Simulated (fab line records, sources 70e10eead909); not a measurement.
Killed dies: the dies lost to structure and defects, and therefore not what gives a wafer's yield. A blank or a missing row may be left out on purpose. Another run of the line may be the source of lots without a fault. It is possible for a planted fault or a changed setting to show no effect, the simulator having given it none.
Which of the tools did it? -- flow nand_harc -- Sampling: 23 lots, 69 wafers, 6 of 1159 route steps

WHAT THE GAUGES SHOWED, per wafer
The record lacks any reading of a measuring or inspecting step that a usual standard deviation could be used to judge.

EACH LOT AND THE TOOL THAT RAN IT (in order: tool; ch and the chambers of the sampled wafers; start)
lot,NHARC_A_STAIRCASE_DEP_156,NHARC_A_STAIRCASE_TRIM_16,NHARC_A_STAIRCASE_TRIM_24,NHARC_A_STAIRCASE_DESCUM_186,NHARC_A_STAIRCASE_ETCH_192,NHARC_A_STAIRCASE_TRIM_202
L075,"pecvd-01 ch 0,2, day 10 13:19","rie_diel-01 ch 1,2,3, day 10 21:41 or earlier","rie_diel-01 ch 0,1,3, day 10 21:41 or earlier","rie_diel-01 ch 0,2,3, day 10 21:41","rie_diel-01 ch 0,3, no start","rie_diel-01 ch 0,1,2, no start"
L074,"pecvd-03 ch 0,2, day 10 16:39","rie_diel-09 ch 0,2,3, day 11 00:20 or earlier","rie_diel-01 ch 2,3, day 11 00:20 or earlier","rie_diel-01 ch 0,1, day 11 00:20","rie_diel-01 ch 0,1,2, no start","rie_diel-08 ch 1,2, no start"
L077,"pecvd-03 ch 1,2, day 11 06:41","rie_diel-09 ch 0,1,3, day 11 13:21 or earlier","rie_diel-09 ch 0,1,3, day 11 13:21 or earlier","rie_diel-01 ch 1,2,3, day 11 13:21","rie_diel-01 ch 1,2,3, no start","rie_diel-08 ch 1,2,3, no start"
L076,"pecvd-04 ch 0,1,2, day 11 06:44","rie_diel-08 ch 0,3, day 11 13:39 or earlier","rie_diel-08 ch 0,1, day 11 13:39 or earlier","rie_diel-01 ch 0,1,2, day 11 13:39","rie_diel-01 ch 0,1,2, no start","rie_diel-08 ch 0,1,2, no start"
L079,"pecvd-03 ch 0,1,2, day 11 23:48","rie_diel-09 ch 0,1,2, day 12 06:25 or earlier","rie_diel-09 ch 0,2,3, day 12 06:25 or earlier","rie_diel-08 ch 0,1,2, day 12 06:25","rie_diel-08 ch 0,1,2, no start","rie_diel-01 ch 0,1,2, no start"
L078,"pecvd-01 ch 0,1,2, day 11 23:50","rie_diel-08 ch 0,2,3, day 12 06:51 or earlier","rie_diel-08 ch 0,1, day 12 06:51 or earlier","rie_diel-08 ch 1,2, day 12 06:51","rie_diel-08 ch 0,2,3, no start","rie_diel-08 ch 2,3, no start"
L080,"pecvd-03 ch 1,2, day 12 04:44","rie_diel-09 ch 0,1,2, day 12 12:52 or earlier","rie_diel-08 ch 1,2,3, day 12 12:52 or earlier","rie_diel-08 ch 0,2,3, day 12 12:52","rie_diel-08 ch 0,1,3, no start","rie_diel-01 ch 0,1,3, no start"
L081,"pecvd-04 ch 0,1, day 12 15:17","rie_diel-08 ch 0,1, day 12 22:37 or earlier","rie_diel-08 ch 0,3, day 12 22:37 or earlier","rie_diel-08 ch 0,3, day 12 22:37","rie_diel-08 ch 0,1,3, no start","rie_diel-08 ch 0,3, no start"
L082,"pecvd-04 ch 0,1, day 12 15:28","rie_diel-09 ch 0,3, day 12 23:49 or earlier","rie_diel-08 ch 0,1,3, day 12 23:49 or earlier","rie_diel-08 ch 0,3, day 12 23:49","rie_diel-08 ch 0,1,3, no start","rie_diel-01 ch 2,3, no start"
L084,"pecvd-04 ch 0,1, day 13 01:26","rie_diel-09 ch 0,2,3, day 13 08:27 or earlier","rie_diel-08 ch 0,1,3, day 13 08:27 or earlier","rie_diel-08 ch 0,1,3, day 13 08:27","rie_diel-08 ch 0,1,3, no start","rie_diel-08 ch 0,1, no start"
L083,"pecvd-03 ch 0,1,2, day 13 01:34","rie_diel-01 ch 0,1,3, day 13 09:11 or earlier","rie_diel-09 ch 1,2, day 13 09:11 or earlier","rie_diel-01 ch 0,1,2, day 13 09:11","rie_diel-01 ch 0,3, no start","rie_diel-08 ch 0,1,3, no start"
L087,"pecvd-01 ch 0,1,2, day 14 01:58","rie_diel-08 ch 0,2,3, day 14 09:38 or earlier","rie_diel-08 ch 0,1,3, day 14 09:38 or earlier","rie_diel-09 ch 1,2,3, day 14 09:38","rie_diel-09 ch 0,2,3, no start","rie_diel-08 ch 0,2,3, no start"
L086,"pecvd-04 ch 0,1,2, day 14 01:59","rie_diel-09 ch 0,2,3, day 14 10:07 or earlier","rie_diel-08 ch 0,2,3, day 14 10:07 or earlier","rie_diel-09 ch 0,1, day 14 10:07","rie_diel-09 ch 0,1, no start","rie_diel-09 ch 0,1,3, no start"
L085,"pecvd-01 ch 0,1, day 14 02:10","rie_diel-08 ch 0,1,2, day 14 09:58 or earlier","rie_diel-09 ch 0,1,3, day 14 09:58 or earlier","rie_diel-08 ch 0,1,2, day 14 09:58","rie_diel-08 ch 1,2,3, no start","rie_diel-08 ch 0,1,2, no start"
L089,"pecvd-01 ch 0,1,2, day 14 08:34","rie_diel-09 ch 0,3, day 14 15:48 or earlier","rie_diel-08 ch 0,2,3, day 14 15:48 or earlier","rie_diel-01 ch 0,2,3, day 14 15:48","rie_diel-01 ch 0,1,3, no start","rie_diel-08 ch 0,2, no start"
L088,"pecvd-03 ch 0,1, day 14 08:35","rie_diel-09 ch 0,1,3, day 14 15:32 or earlier","rie_diel-01 ch 1,2,3, day 14 15:32 or earlier","rie_diel-09 ch 0,1,3, day 14 15:32","rie_diel-09 ch 0,1,3, no start","rie_diel-09 ch 1,2,3, no start"
L090,"pecvd-01 ch 0,1,2, day 14 18:40","rie_diel-08 ch 2,3, day 15 03:25 or earlier","rie_diel-09 ch 1,3, day 15 03:25 or earlier","rie_diel-01 ch 0,1,2, day 15 03:25","rie_diel-01 ch 0,1, no start","rie_diel-09 ch 1,3, no start"
L091,"pecvd-03 ch 1,2, day 14 18:50","rie_diel-09 ch 1,2,3, day 15 02:56 or earlier","rie_diel-09 ch 1,2,3, day 15 02:56 or earlier","rie_diel-09 ch 0,1, day 15 02:56","rie_diel-09 ch 0,1,2, no start","rie_diel-08 ch 0,2,3, no start"
L092,"pecvd-04 ch 0,2, day 15 07:02","rie_diel-08 ch 0,1,2, day 15 13:28 or earlier","rie_diel-08 ch 0,2,3, day 15 13:28 or earlier","rie_diel-08 ch 1,2,3, day 15 13:28","rie_diel-08 ch 0,1,3, no start","rie_diel-01 ch 0,2,3, no start"
L093,"pecvd-04 ch 1,2, day 15 10:48","rie_diel-08 ch 0,1,3, day 15 20:08 or earlier","rie_diel-01 ch 0,1,3, day 15 20:08 or earlier","rie_diel-01 ch 0,2,3, day 15 20:08","rie_diel-01 ch 0,1,3, no start","rie_diel-01 ch 0,2, no start"
L094,"pecvd-04 ch 0,1,2, day 15 21:26","rie_diel-08 ch 0,2,3, day 16 04:41 or earlier","rie_diel-08 ch 1,2, day 16 04:41 or earlier","rie_diel-08 ch 0,2,3, day 16 04:41","rie_diel-08 ch 0,2, no start","rie_diel-01 ch 0,3, no start"
L095,"pecvd-04 ch 0,2, day 16 01:02","rie_diel-08 ch 0,1,3, day 16 09:00 or earlier","rie_diel-08 ch 0,2,3, day 16 09:00 or earlier","rie_diel-08 ch 0,1,2, day 16 09:00","rie_diel-08 ch 2,3, no start","rie_diel-08 ch 0,3, no start"
L097,"pecvd-01 ch 0,1,2, day 16 21:02","rie_diel-08 ch 0,2,3, day 17 04:04 or earlier","rie_diel-08 ch 0,1,2, day 17 04:04 or earlier","rie_diel-08 ch 0,1, day 17 04:04","rie_diel-08 ch 0,1,3, no start","rie_diel-01 ch 2,3, no start"
- NHARC_A_STAIRCASE_DEP_156: deposits SiNx, target thk 50 nm.
- NHARC_A_STAIRCASE_TRIM_16: chemistry O2, time 211.2 s.
- NHARC_A_STAIRCASE_TRIM_24: chemistry O2, time 211.2 s.
- NHARC_A_STAIRCASE_DESCUM_186: chemistry O2, time 3 s.
- NHARC_A_STAIRCASE_ETCH_192: etches the open film in C4F8/O2, target depth 100 nm, time 40.5 s.
- NHARC_A_STAIRCASE_TRIM_202: chemistry O2, time 211.2 s.

AS READ BY THE TOOLS THEMSELVES (means over the sampled wafers that have a number; for cases with no such wafer, the mark the record gives instead)
NHARC_A_STAIRCASE_DEP_156.
lot,tool,heater_power_w (W),showerhead_vpp_V (V)
L075,pecvd-01,675,1320
L074,pecvd-03,624,1317
L077,pecvd-03,728,1300
L076,pecvd-04,771,1266
L079,pecvd-03,719,1308
L078,pecvd-01,677,1331
L080,pecvd-03,805,1288
L081,pecvd-04,771,1236
L082,pecvd-04,842,1229
L084,pecvd-04,769,1214
L083,pecvd-03,721,1310
L087,pecvd-01,667,1348
L086,pecvd-04,739,1266
L085,pecvd-01,647,1345
L089,pecvd-01,666,1338
L088,pecvd-03,757,1322
L090,pecvd-01,668,1325
L091,pecvd-03,648,1299
L092,pecvd-04,729,1245
L093,pecvd-04,750,1301
L094,pecvd-04,743,1249
L095,pecvd-04,753,1238
L097,pecvd-01,649,1336

NHARC_A_STAIRCASE_TRIM_16.
lot,tool,drypump_motor_current_A (A),oes_product_au (a.u.),rf_vpp_V (V),showerhead_plenum_p_Torr (Torr),throttle_valve_pct (%)
L075,rie_diel-01,5.5,0.992,58.0,3.69,17.043
L074,rie_diel-09,5.5,1.001,57.3,3.49,17.038
L077,rie_diel-09,5.5,1.006,57.8,3.54,17.031
L076,rie_diel-08,5.8,0.987,57.8,3.35,17.029
L079,rie_diel-09,5.4,0.997,57.6,3.46,17.038
L078,rie_diel-08,5.7,0.996,57.9,3.44,17.036
L080,rie_diel-09,5.4,1.000,57.4,3.46,17.039
L081,rie_diel-08,5.6,0.987,58.1,3.44,17.043
L082,rie_diel-09,5.7,0.984,58.3,3.57,17.029
L084,rie_diel-09,5.6,0.994,57.5,3.48,17.038
L083,rie_diel-01,5.4,1.008,58.2,3.65,17.042
L087,rie_diel-08,5.7,0.997,57.8,3.43,17.043
L086,rie_diel-09,5.5,1.002,57.7,3.48,17.038
L085,rie_diel-08,5.6,0.994,57.5,3.48,17.031
L089,rie_diel-09,5.6,0.991,58.1,3.56,17.033
L088,rie_diel-09,5.5,0.990,56.9,3.53,17.034
L090,rie_diel-08,5.6,0.990,57.8,3.52,17.039
L091,rie_diel-09,5.7,0.998,56.8,3.50,17.036
L092,rie_diel-08,5.6,1.003,57.2,3.48,17.038
L093,rie_diel-08,5.7,0.988,57.5,3.37,17.032
L094,rie_diel-08,5.7,0.992,58.1,3.42,17.034
L095,rie_diel-08,5.7,0.992,57.7,3.37,17.040
L097,rie_diel-08,5.7,1.001,57.5,3.42,17.039

NHARC_A_STAIRCASE_TRIM_24.
lot,tool,drypump_motor_current_A (A),oes_product_au (a.u.),rf_vpp_V (V),showerhead_plenum_p_Torr (Torr),throttle_valve_pct (%)
L075,rie_diel-01,5.39,0.988,58.7,3.66,17.035
L074,rie_diel-01,5.23,1.004,57.4,3.65,17.043
L077,rie_diel-09,5.53,0.990,58.0,3.54,17.034
L076,rie_diel-08,5.56,0.996,57.5,3.45,17.046
L079,rie_diel-09,5.54,1.001,57.8,3.49,17.038
L078,rie_diel-08,5.70,0.984,58.0,3.40,17.040
L080,rie_diel-08,5.60,1.005,56.8,3.48,17.037
L081,rie_diel-08,5.77,0.983,57.7,3.33,17.038
L082,rie_diel-08,5.67,0.984,57.6,3.39,17.027
L084,rie_diel-08,5.68,0.987,57.2,3.39,17.034
L083,rie_diel-09,5.61,0.995,58.1,3.48,17.045
L087,rie_diel-08,5.67,0.989,57.7,3.38,17.034
L086,rie_diel-08,5.72,0.990,57.3,3.43,17.037
L085,rie_diel-09,5.52,0.993,58.0,3.53,17.034
L089,rie_diel-08,5.71,0.990,57.8,3.43,17.035
L088,rie_diel-01,5.45,1.000,58.5,3.67,17.039
L090,rie_diel-09,5.76,1.005,57.5,3.55,17.033
L091,rie_diel-09,5.76,0.994,58.2,3.50,17.031
L092,rie_diel-08,5.71,0.990,56.7,3.43,17.042
L093,rie_diel-01,5.39,1.005,57.6,3.64,17.033
L094,rie_diel-08,5.48,0.998,58.2,3.52,17.032
L095,rie_diel-08,5.70,0.992,58.1,3.42,17.034
L097,rie_diel-08,5.63,0.998,57.3,3.47,17.040

NHARC_A_STAIRCASE_DESCUM_186.
lot,tool,drypump_motor_current_A (A),oes_product_au (a.u.),rf_vpp_V (V),showerhead_plenum_p_Torr (Torr),throttle_valve_pct (%)
L075,rie_diel-01,5.39,0.998,57.4,1.96,11.306
L074,rie_diel-01,5.57,1.001,58.6,2.02,11.312
L077,rie_diel-01,5.42,0.993,58.8,2.00,11.302
L076,rie_diel-01,5.59,1.004,58.1,1.98,11.308
L079,rie_diel-08,5.60,1.000,57.2,1.89,11.305
L078,rie_diel-08,5.51,1.012,58.2,1.95,11.308
L080,rie_diel-08,5.72,0.998,58.5,1.86,11.317
L081,rie_diel-08,5.78,0.981,57.6,1.80,11.310
L082,rie_diel-08,5.78,0.986,57.1,1.80,11.309
L084,rie_diel-08,5.66,0.984,56.7,1.83,11.311
L083,rie_diel-01,5.60,1.006,57.4,1.98,11.314
L087,rie_diel-09,5.73,0.995,57.6,1.90,11.308
L086,rie_diel-09,5.36,0.999,57.4,1.90,11.315
L085,rie_diel-08,5.60,0.993,57.5,1.89,11.318
L089,rie_diel-01,5.39,0.998,58.5,1.95,11.313
L088,rie_diel-09,5.50,1.005,57.0,1.92,11.315
L090,rie_diel-01,5.60,0.990,57.8,1.97,11.312
L091,rie_diel-09,5.37,1.000,57.7,1.89,11.319
L092,rie_diel-08,5.58,1.000,57.5,1.88,11.306
L093,rie_diel-01,5.40,0.997,58.1,1.95,11.309
L094,rie_diel-08,5.70,0.989,57.1,1.85,11.312
L095,rie_diel-08,5.58,0.996,57.1,1.88,11.310
L097,rie_diel-08,5.68,0.992,57.2,1.83,11.307

NHARC_A_STAIRCASE_ETCH_192.
lot,tool,oes_product_au (a.u.),rf_vpp_V (V)
L075,rie_diel-01,0.939,897
L074,rie_diel-01,0.938,901
L077,rie_diel-01,0.935,902
L076,rie_diel-01,0.945,900
L079,rie_diel-08,0.931,894
L078,rie_diel-08,0.943,892
L080,rie_diel-08,0.922,890
L081,rie_diel-08,0.940,891
L082,rie_diel-08,0.923,890
L084,rie_diel-08,0.928,891
L083,rie_diel-01,0.947,897
L087,rie_diel-09,0.933,894
L086,rie_diel-09,0.954,894
L085,rie_diel-08,0.947,894
L089,rie_diel-01,0.949,899
L088,rie_diel-09,0.938,896
L090,rie_diel-01,0.937,902
L091,rie_diel-09,0.939,893
L092,rie_diel-08,0.933,890
L093,rie_diel-01,0.944,900
L094,rie_diel-08,0.933,892
L095,rie_diel-08,0.939,892
L097,rie_diel-08,0.928,889

NHARC_A_STAIRCASE_TRIM_202.
lot,tool,drypump_motor_current_A (A),oes_product_au (a.u.),rf_vpp_V (V),showerhead_plenum_p_Torr (Torr),throttle_valve_pct (%)
L075,rie_diel-01,5.61,1.000,58.5,3.65,17.040
L074,rie_diel-08,5.49,0.997,57.8,3.55,17.032
L077,rie_diel-08,5.60,0.995,57.8,3.49,17.036
L076,rie_diel-08,5.61,1.000,57.6,3.49,17.045
L079,rie_diel-01,5.60,1.006,58.8,3.64,17.042
L078,rie_diel-08,5.71,0.999,58.2,3.43,17.035
L080,rie_diel-01,5.38,1.006,57.8,3.65,17.039
L081,rie_diel-08,5.78,0.985,57.3,3.33,17.030
L082,rie_diel-01,5.48,1.001,58.3,3.62,17.042
L084,rie_diel-08,5.57,0.989,57.7,3.44,17.050
L083,rie_diel-08,5.67,0.988,57.6,3.38,17.048
L087,rie_diel-08,5.70,0.990,58.0,3.43,17.032
L086,rie_diel-09,5.54,0.991,57.9,3.53,17.031
L085,rie_diel-08,5.62,1.001,57.3,3.48,17.036
L089,rie_diel-08,5.71,0.992,57.5,3.44,17.039
L088,rie_diel-09,5.75,0.999,58.0,3.50,17.039
L090,rie_diel-09,5.75,0.995,57.2,3.55,17.040
L091,rie_diel-08,5.72,0.990,57.2,3.43,17.034
L092,rie_diel-01,5.44,0.994,58.0,3.59,17.036
L093,rie_diel-01,5.62,0.996,57.6,3.57,17.044
L094,rie_diel-01,5.38,0.993,57.6,3.55,17.034
L095,rie_diel-08,5.78,0.995,56.2,3.31,17.046
L097,rie_diel-01,5.47,0.992,58.3,3.60,17.036

THE ANSWER, worked out from the rows above alone
Rule: what is usual is taken from the lots themselves. Put in order of their means at a reading, lots are off if they are a third of the lots or fewer, leave a main group of 4 or more, and stand apart from it by a gap of 3 or more times the standard deviation of the main group's means; of several such gaps the widest counts. The tables above print the reading to a certain number of digits; a main group whose means all agree to those digits is not used. A lot without any number at a reading at which 4 lots or more have one is off too. All remaining lots with rows at the step are treated as sound. After the gauges, taken in route order, come the tools' own readings; for these a lot's mean is taken, as printed above. At the first step where some lot is off, the reading lying furthest off is the one used; lots without a number count as furthest.
No lot is off at any reading shown: from this, nothing can be told.

WHAT THE SIMULATOR HAD PUT IN
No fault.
